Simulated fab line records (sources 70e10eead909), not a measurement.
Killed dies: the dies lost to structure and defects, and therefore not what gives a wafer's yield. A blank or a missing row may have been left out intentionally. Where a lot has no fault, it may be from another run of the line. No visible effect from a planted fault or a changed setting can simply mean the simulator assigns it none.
fab line records    flow nand_harc
record lots=6  wafers=18  last_day=33
route steps=1302 shown A_SLIT@945 A_SIN_REMOVE@947 A_WL_FILL@952 END@1302
lots that met no fault: taken from a fault-free run of the same line
start_h: the number of hours between the record's first day and the start of the first shown wafer of the lot    wait_h: hours elapsed since this lot's preceding step    " identical to the entry in the row above    L1.1+2: a row that stands for several wafers    - no value, or no start given    * or withheld: withheld    < > ~ a bound
route shown NAME@n: NAME is a module with steps in the file, n the number in the route of the first one    usual: average and standard deviation across the fault-free wafers    same: alike in all rows    chamber/n: place in a boat    sites: readings site by site    _std_site: the values' standard deviation    _edge_site: mean of outer sites minus mean of inner sites    radius_mm: for every site, how far away it sits from the centre of the wafer    mask NAME#n: copy n    behind: tool/chamber where the wafer was last shaped    hold: cause of the lot's hold/its duration in hours/its outcome    device: the transistor (n, p or np) that didn't switch    end of line: tests of these same wafers at the route's end    where a step has no rows: the recipe by itself    killed: dies lost to structure and defects at the first sort, not the wafer's yield    map: a wafer's dies, x killed, . not, _ none there
set.NAME: setting as actually run; set.NAME@STEP: the setting as run at that earlier step    model.NAME: the simulator's own value behind a step, which no gauge read
lots at selected steps of the route; one table per step, one row per wafer
services: from which hour (start_h, from the record's first day; less than 0 if before it) a tool's chamber was out of use, for how many hours, and why
## steps
# step NHARC_A_SLIT_SRD_20
# step NHARC_A_SLIT_CD_MEAS_21
# usual cd_nm=289.6/0.76
lot.wafer  tool       chamber  start_h  wait_h  cd_nm
L262.2     cd_sem-02  -        476.23   -       289.4
L262.4     "          -        "        "       290.6
L262.5     "          -        "        "       289.9
L269.1     cd_sem-02  -        551.76   -       289.7
L269.3     "          -        "        "       290.3
L269.5     "          -        "        "       289.9
L271.1     cd_sem-03  -        575.03   -       289.9
L271.4     "          -        "        "       291.1
L271.5     "          -        "        "       290.0
L277.1     cd_sem-01  -        631.54   -       289.6
L277.4     "          -        "        "       289.5
L277.6     "          -        "        "       289.6
L281.1     cd_sem-01  -        654.92   -       288.2
L281.3     "          -        "        "       289.9
L281.6     "          -        "        "       289.2
L284.3     cd_sem-01  -        689.55   -       290.6
L284.4     "          -        "        "       290.0
L284.5     "          -        "        "       290.0
# step NHARC_A_SIN_REMOVE_WET_00
# recipe temp_c=160  time_s=15300  chemistry=H3PO4
# step NHARC_A_SIN_REMOVE_PRECLEAN_01
# recipe time_s=*  temp_c=50  bath_age_min=0  chemistry=SC1
# step NHARC_A_SIN_REMOVE_SRD_02
# step NHARC_A_SIN_REMOVE_INSPECT_04
# usual raw_defect_count=366/78
lot.wafer  tool               chamber  start_h  wait_h  raw_defect_count
L262.2     defect_inspect-01  -        483.46   0.0     363
L262.4     "                  -        "        "       494
L262.5     "                  -        "        "       334
L269.1     defect_inspect-02  -        558.41   0.0     415
L269.3     "                  -        "        "       319
L269.5     "                  -        "        "       311
L271.1     defect_inspect-01  -        581.66   0.1     353
L271.4     "                  -        "        "       273
L271.5     "                  -        "        "       397
L277.1     defect_inspect-01  -        637.67   0.0     316
L277.4     "                  -        "        "       372
L277.6     "                  -        "        "       383
L281.1     defect_inspect-02  -        661.42   0.0     340
L281.3     "                  -        "        "       488
L281.6     "                  -        "        "       378
L284.3     defect_inspect-01  -        696.47   0.0     320
L284.4     "                  -        "        "       275
L284.5     "                  -        "        "       337
# step NHARC_A_WL_FILL_ALD_00
# recipe target_thk_a=30  pulse_time_s=3  ald_cycles=30  temp_c=300  material=Al2O3
# usual heater_power_w=465/44  precursor_pulse_height_rel=1.000/0.02
lot.wafer  tool       chamber  start_h  wait_h  heater_power_w  precursor_pulse_height_rel
L262.2     ald_hk-03  2        483.58   0.1     412             0.997
L262.4     "          3        "        "       462             0.997
L262.5     "          1        "        "       439             1.021
L269.1     ald_hk-04  3        558.48   0.1     529             1.019
L269.3     "          0        "        "       534             1.003
L269.5     "          0        "        "       528             1.012
L271.1     ald_hk-04  3        587.26   5.6     548             0.963
L271.4     "          0        "        "       514             0.959
L271.5     "          1        "        "       500             1.021
L277.1     ald_hk-03  3        637.77   0.1     481             1.006
L277.4     "          0        "        "       464             1.006
L277.6     "          2        "        "       425             1.009
L281.1     ald_hk-02  3        661.51   0.1     439             0.986
L281.3     "          1        "        "       422             1.004
L281.6     "          2        "        "       543             1.013
L284.4     ald_hk-02  1        696.54   0.1     414             0.985
L284.3     "          2        "        "       536             1.004
L284.5     "          1        "        "       419             1.006
# step NHARC_A_WL_FILL_RTA_01
# recipe temp_c=1000  time_s=5
# usual lamp_power_pct=27.6/1.3  lamp_zone_1_pct=27.6/1.3  wafer_temp_C_max=1005.2/1.7
lot.wafer  tool           chamber  start_h  wait_h  lamp_power_pct  lamp_zone_1_pct  wafer_temp_C_max
L262.2     rtp_anneal-02  0        483.82   -       28.7            28.7             1007.2
L262.4     "              0        "        "       28.7            28.7             1008.0
L262.5     "              0        "        "       28.7            28.7             1008.2
L269.1     rtp_anneal-01  0        558.75   -       26.2            26.2             1004.3
L269.3     "              0        "        "       26.2            26.2             1002.9
L269.5     "              0        "        "       26.2            26.2             1002.9
L271.1     rtp_anneal-01  0        587.47   -       26.2            26.2             1002.5
L271.4     "              0        "        "       26.2            26.3             1004.5
L271.5     "              0        "        "       26.2            26.2             1003.7
L277.1     rtp_anneal-02  0        638.01   -       28.7            28.7             1008.5
L277.4     "              0        "        "       28.7            28.7             1005.7
L277.6     "              0        "        "       28.8            28.7             1008.2
L281.1     rtp_anneal-02  0        661.74   -       28.7            28.8             1004.9
L281.3     "              0        "        "       28.7            28.7             1005.3
L281.6     "              0        "        "       28.8            28.7             1006.0
L284.3     rtp_anneal-02  0        696.85   -       28.7            28.7             1005.5
L284.4     "              0        "        "       28.7            28.7             1005.5
L284.5     "              0        "        "       28.7            28.7             1005.1
# step NHARC_A_WL_FILL_ALD_02
# recipe target_thk_a=20  pulse_time_s=3  ald_cycles=100  temp_c=450  material=TiN
# usual heater_power_w=1070/89  precursor_pulse_height_rel=0.997/0.018
lot.wafer  tool          chamber  start_h  wait_h  heater_power_w  precursor_pulse_height_rel
L262.4     ald_metal-01  3        484.01   0.1     1254            0.985
L262.2     "             2        "        "       1045            0.990
L262.5     "             3        "        "       1219            1.020
L269.1     ald_metal-01  2        559.00   0.2     1070            1.002
L269.3     "             0        "        "       1110            1.013
L269.5     "             1        "        "       1042            0.957
L271.1     ald_metal-04  0        587.69   0.2     944             0.988
L271.4     "             0        "        "       941             1.016
L271.5     "             2        "        "       1099            1.012
L277.1     ald_metal-04  2        638.22   0.2     1120            1.008
L277.4     "             2        "        "       1122            1.027
L277.6     "             1        "        "       1144            0.978
L281.1     ald_metal-01  1        661.99   0.2     1073            0.978
L281.3     "             3        "        "       1197            1.024
L281.6     "             0        "        "       1115            1.007
L284.3     ald_metal-04  1        697.01   0.1     1105            0.990
L284.5     "             1        "        "       1116            0.969
L284.4     "             2        "        "       1108            1.006
# step NHARC_A_WL_FILL_CVD_03
# recipe target_thk_a=400  temp_c=300  pressure_torr=40  wf6_flow_sccm=40  h2_flow_sccm=1600  ar_flow_sccm=1560  time_s=279  material=W
# usual heater_power_w=445/79  throttle_valve_pct=7.75/0.22
lot.wafer  tool      chamber  start_h  wait_h  heater_power_w  throttle_valve_pct
L262.2     cvd_w-02  0        484.50   0.1     374             7.70
L262.4     "         0        "        "       371             7.63
L262.5     "         0        "        "       378             7.61
L269.1     cvd_w-02  1        559.45   0.1     435             7.88
L269.3     "         0        "        "       368             7.50
L269.5     "         1        "        "       430             7.98
L271.1     cvd_w-02  1        588.20   0.1     432             8.10
L271.4     "         1        "        "       451             8.05
L271.5     "         1        "        "       447             8.31
L277.1     cvd_w-01  1        638.78   0.1     385             8.05
L277.4     "         0        "        "       568             7.50
L277.6     "         0        "        "       559             7.38
L281.1     cvd_w-01  0        662.44   0.1     555             7.28
L281.3     "         1        "        "       388             7.93
L281.6     "         0        "        "       552             7.61
L284.3     cvd_w-01  1        697.62   0.2     393             7.99
L284.4     "         0        "        "       554             7.69
L284.5     "         1        "        "       383             7.80
# step NHARC_A_WL_FILL_ETCHBACK_04
# recipe target_depth_a=600  time_s=120  chemistry=NF3
# usual chamber_pressure_mTorr=300.03/0.26  drypump_motor_current_A=5.6/0.43  oes_product_au=0.999/0.0094  run_length_s=141.3/0.48
lot.wafer  tool          chamber  start_h  wait_h  chamber_pressure_mTorr  drypump_motor_current_A  oes_product_au  rf_hours_counter_h  run_length_s
L262.2     rie_metal-01  1        484.85   0.3     299.89                  5.1                      0.998           1.4                 141.6
L262.4     "             0        "        "       300.15                  5.2                      0.988           -                   141.4
L262.5     "             1        "        "       300.03                  5.1                      1.000           -                   141.4
L269.1     rie_metal-02  0        559.77   0.3     299.49                  5.9                      0.992           2.4                 99.2
L269.3     "             1        "        "       300.22                  5.2                      0.997           -                   140.6
L269.5     "             0        "        "       299.92                  5.9                      1.000           -                   99.3
L271.1     rie_metal-02  0        588.61   0.4     299.96                  5.9                      1.000           2.9                 99.4
L271.4     "             0        "        "       300.16                  5.9                      1.015           -                   99.4
L271.5     "             0        "        "       300.37                  5.9                      1.011           -                   99.7
L277.1     rie_metal-01  0        639.14   0.3     300.01                  5.2                      1.004           0.6                 141.5
L277.4     "             0        "        "       300.24                  5.2                      0.995           -                   141.4
L277.6     "             1        "        "       300.18                  5.1                      1.010           -                   142.0
L281.1     rie_metal-02  1        662.77   0.3     300.33                  5.2                      0.990           0.5                 140.4
L281.3     "             1        "        "       300.08                  5.2                      1.006           -                   140.7
L281.6     "             1        "        "       300.04                  5.2                      1.005           -                   140.5
L284.4     rie_metal-02  0        697.96   0.2     300.09                  6.0                      0.999           -                   141.3
L284.3     "             1        "        "       299.80                  5.2                      0.989           -                   140.9
L284.5     "             0        "        "       300.03                  5.9                      0.996           -                   141.3
# step NHARC_A_WL_FILL_ETCHBACK_05
# recipe target_depth_a=220  time_s=60  temp_c=40  chemistry=Cl2/BCl3
# usual chamber_pressure_mTorr=10.000/0.0093  drypump_motor_current_A=5.6/0.43  oes_product_au=0.999/0.0086  run_length_s=81.4/0.48
lot.wafer  tool          chamber  start_h  wait_h  chamber_pressure_mTorr  drypump_motor_current_A  oes_product_au  rf_hours_counter_h  run_length_s
L262.2     rie_metal-01  0        485.06   0.2     10.000                  5.2                      1.008           1.5                 81.2
L262.4     "             1        "        "       9.998                   5.1                      1.008           -                   81.6
L262.5     "             0        "        "       10.000                  5.2                      1.002           -                   81.5
L269.1     rie_metal-02  1        560.01   0.2     9.991                   5.2                      0.999           2.7                 80.5
L269.3     "             0        "        "       9.993                   6.0                      0.996           -                   81.5
L269.5     "             1        "        "       10.008                  5.2                      0.997           -                   80.6
L271.1     rie_metal-02  1        588.82   0.2     10.009                  5.2                      0.995           3.2                 80.7
L271.4     "             0        "        "       10.014                  5.9                      1.011           -                   81.3
L271.5     "             1        "        "       10.011                  5.2                      0.989           -                   80.7
L277.1     rie_metal-01  0        639.36   0.2     10.013                  5.2                      0.997           0.8                 81.6
L277.4     "             0        "        "       9.988                   5.2                      0.989           -                   82.0
L277.6     "             0        "        "       9.997                   5.2                      0.992           -                   81.3
L281.1     rie_metal-02  1        663.09   0.3     10.011                  5.2                      0.992           0.6                 80.9
L281.3     "             1        "        "       9.978                   5.2                      1.000           -                   81.1
L281.6     "             1        "        "       9.994                   5.2                      0.990           -                   80.8
L284.3     rie_metal-02  0        698.16   0.1     9.998                   5.9                      1.014           -                   82.0
L284.4     "             1        "        "       10.010                  5.2                      1.004           -                   80.9
L284.5     "             1        "        "       9.989                   5.2                      1.001           -                   80.6
# step NHARC_END_SORT_01
# recipe temp_c=25
# usual killed_at_array=59/16  killed_at_other=0.8/1.1  killed_at_periphery=3.6/2.4  killed_dies=64/16  killed_open=3.4/1.8  killed_short=2.5/1.6
# same gross_dies=677
lot.wafer  tool       chamber  start_h  wait_h  killed_at_array  killed_at_other  killed_at_periphery  killed_dies  killed_open  killed_short
L269.1     prober-02  0        660.07   2.5     588              0                9                    597          1            3
L269.3     prober-02  0        661.66   3.1     67               4                9                    80           3            3
L269.5     prober-02  0        663.25   3.7     602              1                7                    610          2            3
L271.1     prober-02  0        697.89   2.5     619              0                2                    621          1            4
L271.4     prober-02  0        700.32   3.4     589              2                0                    591          0            1
L271.5     prober-02  0        701.13   3.7     616              0                5                    621          5            2
# killed by level:class
L269.1 A_WL_FILL:area_etchback=535 A_SLIT:chamber_film_flake=30 A_CHANNEL_HOLE_D2:chamber_film_flake=13 P_CONTACT:chamber_film_flake=8 A_CHANNEL_HOLE_D1:chamber_film_flake=3 A_CONTACT:chamber_film_flake=3 A_ONON_D2:geometric_particle:short=1 A_CHANNEL_FILL_D2:geometric_particle:short=1
L269.3 A_SLIT:chamber_film_flake=36 A_CHANNEL_HOLE_D2:chamber_film_flake=11 P_CONTACT:chamber_film_flake=8 A_CHANNEL_HOLE_D1:chamber_film_flake=7 THIN_TSV:chamber_film_flake=4 A_STAIRCASE:chamber_film_flake=3 A_CONTACT:chamber_film_flake=3 A_SOURCE_PLATE:geometric_particle:open=1
L269.5 A_WL_FILL:area_etchback=550 A_SLIT:chamber_film_flake=25 A_CHANNEL_HOLE_D2:chamber_film_flake=12 P_CONTACT:chamber_film_flake=6 A_CHANNEL_HOLE_D1:chamber_film_flake=6 A_CONTACT:chamber_film_flake=2 P_GATE:geometric_particle:short=1 A_CHANNEL_HOLE_D2:geometric_particle:short=1
L271.1 A_WL_FILL:area_etchback=545 A_SLIT:chamber_film_flake=34 A_CHANNEL_HOLE_D1:chamber_film_flake=30 A_CONTACT:chamber_film_flake=3 P_M0:chamber_film_flake=2 A_SOURCE_PLATE:geometric_particle:short=1 A_DECK1_JOINT:geometric_particle:short=1 A_CHANNEL_FILL_D2:geometric_particle:short=1
L271.4 A_WL_FILL:area_etchback=529 A_CHANNEL_HOLE_D1:chamber_film_flake=27 A_SLIT:chamber_film_flake=26 A_STAIRCASE:chamber_film_flake=2 A_CHANNEL_FILL_D1:chamber_film_flake=2 A_CONTACT:chamber_film_flake=2 THIN_TSV:chamber_film_flake=2 A_CONTACT:geometric_particle:short=1
L271.5 A_WL_FILL:area_etchback=528 A_SLIT:chamber_film_flake=40 A_CHANNEL_HOLE_D1:chamber_film_flake=38 P_M0:chamber_film_flake=2 A_DECK1_JOINT:chamber_film_flake=2 A_WL_FILL:chamber_film_flake=2 P_GATE:geometric_particle:open=1 P_M0:geometric_particle:open=1
# map L269.5 (x killed, . not)
____________x____________
_________xxxxxxx_________
_______xxxxx..xxxx_______
______xxxxxx.xxxxxx______
_____xxx.xxxx.xxxxxx_____
____xxxx..xxxxxxxxxxx____
____xxxxxxxxxxxx.xxxx____
___xx.x.xxxxxxxxxxxxxx___
___xxxx.xxxxxx..xx.xxx___
__x.xxxxx.xxxxxx.xxxxxx__
__x.xx.xxxxxx.xxxxx.xxx__
_.xxxxxxxxx.xx.xxx.xxxxx_
_xxxx.xxxxxxxx.xxxxxxxxx_
_xxxx.xxxxxxxx.xx.xxxxxx_
_xxxxxxxx.xxx.xxxxxxxxxx_
_xxxxxxxxxxxxxxxxxxxxxxx_
xxxxxx.xxx.xxxx.xxxxxxxxx
xxxxxxxxxxxxx..xxxxxxxxxx
xxxxxxxxxxxxx..xxxxxxxxxx
xxxxxxxxxxxxxxxx.xxxxxxxx
xxxxxxxxxxxx..x.xxxxxxxxx
_xxxxxxxxxx.x.xxxxxxxxxx_
_xxxxxxx.xxxxx.xx..xx.xx_
_.xxxxxxxxxxx.xxxxxxx.xx_
_xxxxxxxxx.xxxx.xxxxxxxx_
_xxxxxxxxx.x.xxxxxxxxxxx_
__x.xxxxxxx.xxxxx.xxxxx__
__xxxxxxxxxxxxx.xxxxxxx__
___xxx.xxxxxxx.xxxxxxx___
___xxxxxxxxxxx.xx.xxxx___
____xxxxxxxxxxxxxxxxx____
____xxxxxxxxxxx.xxxxx____
_____.xxxxxxxxxxxxxx_____
______xxxxxxxxxxxxx______
_______xxxxxxxxxxx_______
_________xxxxxxx_________
____________x____________
# map L271.1 (x killed, . not)
____________x____________
_________xxxxxxx_________
_______xxxxxxxxxxx_______
______xxxxxxxx.xxxx______
_____xxxxxxxxx.xxxxx_____
____xxxxxxxxxxxxxxxxx____
____xx.xxxxxxxxxxxxxx____
___xxxxxxxxxxxxxxx.xxx___
___xx.xxxxxxxx.xxxxxxx___
__xxxxxxxxxxx..xxxxxxxx__
__xxxxxxxxxxxx.xxxx.xxx__
_xxxxxxxxxxxx.xxx..xxxxx_
_xx.xxxxxxxx.xx.x.xxxxxx_
_xxx.xx..xxxxxx.xxxxxxxx_
_xxxxxxxxxxxx..xxxxxxxxx_
_xxxx.xxx.xxx.xxxxxxxxx._
xxxxxxxxxxxxxxx.xxxxxxxx.
xxxxxxxxxxxxxxxx.xxxxxxxx
x.xxxxxxxx.xxxxx.x.xxxxx.
xxxx.xx.xx.xxxxxxxxxxxxxx
xxxxx.x.x.xxxxxxxxxxxxxxx
_xxxxxxxxxxxxxxxxxxxxxxx_
_xxx.xxxxxxxxxxxxxx.xxxx_
_xxxxx.xxxxxxxxxx.xxxxxx_
_xxxxxxxxxxxxxxx.x.x.xxx_
_xxxxxxxxxxxxxxxxxxxxxxx_
__xxxxxxxxxxxxxxxxxxxxx__
__xxxxx.xxxxxxxxx.xxxxx__
___xxxxxxxxxxxxxxxxx.x___
___xxxxxxxxxxxxxxxxxxx___
____xxxxxx.xxxxxx.xxx____
____xxxxxxxxxxxx.xxxx____
_____xxxxxxxxxxxxxxx_____
______xxxxxxxxxxxxx______
_______xxxxxxxxxxx_______
_________xxx.xxx_________
____________.____________
## services
tool          chamber  start_h  hours  kind
rie_metal-02  0        463.00   -      clean
rie_metal-02  1        463.00   -      clean
ald_metal-04  -        474.00   10.0   pm
ald_hk-03     -        501.33   2.7    repair
ald_metal-04  3        507.03   191.9  repair
ald_metal-01  -        526.00   10.0   pm
rie_metal-02  0        529.02   4.7    repair
ald_hk-02     -        532.96   10.0   pm
cvd_w-02      0        538.45   4.4    repair
ald_metal-04  -        541.44   1.0    repair
cvd_w-02      -        541.56   1.1    repair
cvd_w-01      -        547.00   13.0   pm
rie_metal-01  1        569.71   6.3    repair
rie_metal-01  -        575.00   9.0    pm
ald_hk-03     -        576.03   10.0   pm
ald_hk-04     -        612.65   10.0   pm
ald_metal-01  0        616.62   14.8   repair
cvd_w-02      -        631.00   13.0   pm
rie_metal-02  -        631.00   9.0    pm
rie_metal-02  0        631.00   9.0    vent_cycle
ald_metal-04  1        643.04   24.9   repair
ald_metal-04  -        652.00   10.0   pm
ald_metal-01  2        686.14   1.7    repair
ald_hk-02     -        696.86   2.4    repair
## key
first_sign step=NHARC_A_WL_FILL_ETCHBACK_04  reading=run_length_s  direction=down  sigmas=88  usual=*  struck=*
effect step=NHARC_END_SORT_01  reading=killed_dies  direction=up  sigmas=35  usual=64  struck=608
more_kills_born_at NHARC_A_WL_FILL_ETCHBACK_04@rie_metal-02=2687
met_at NHARC_A_WL_FILL_ETCHBACK_04
struck_wafers L269.1,L269.5,L271.1,L271.4,L271.5
later_rows_left_out L269.1,L269.5,L271.1,L271.4,L271.5
tester_left_out L269,L271
fault kind=process_parameter_drift  tool=rie_metal-02  chamber=0  onset_h=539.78  steps=NHARC_A_WL_FILL_ETCHBACK_04  channel=time_s  offset=*  shape=step  end_h=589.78  acts_in=*  stated=*
# tester_left_out: of these lots the tester's yield and bins aren't shown, on N5 and GAA mostly nor the transistor test; their killed dies are dies lost to structure and defects alone, not to doping, threshold or leakage, so they don't give the yield
# later_rows_left_out: the simulator's readings of these wafers behind a module that went badly wrong aren't trusted and aren't shown, but for the sort
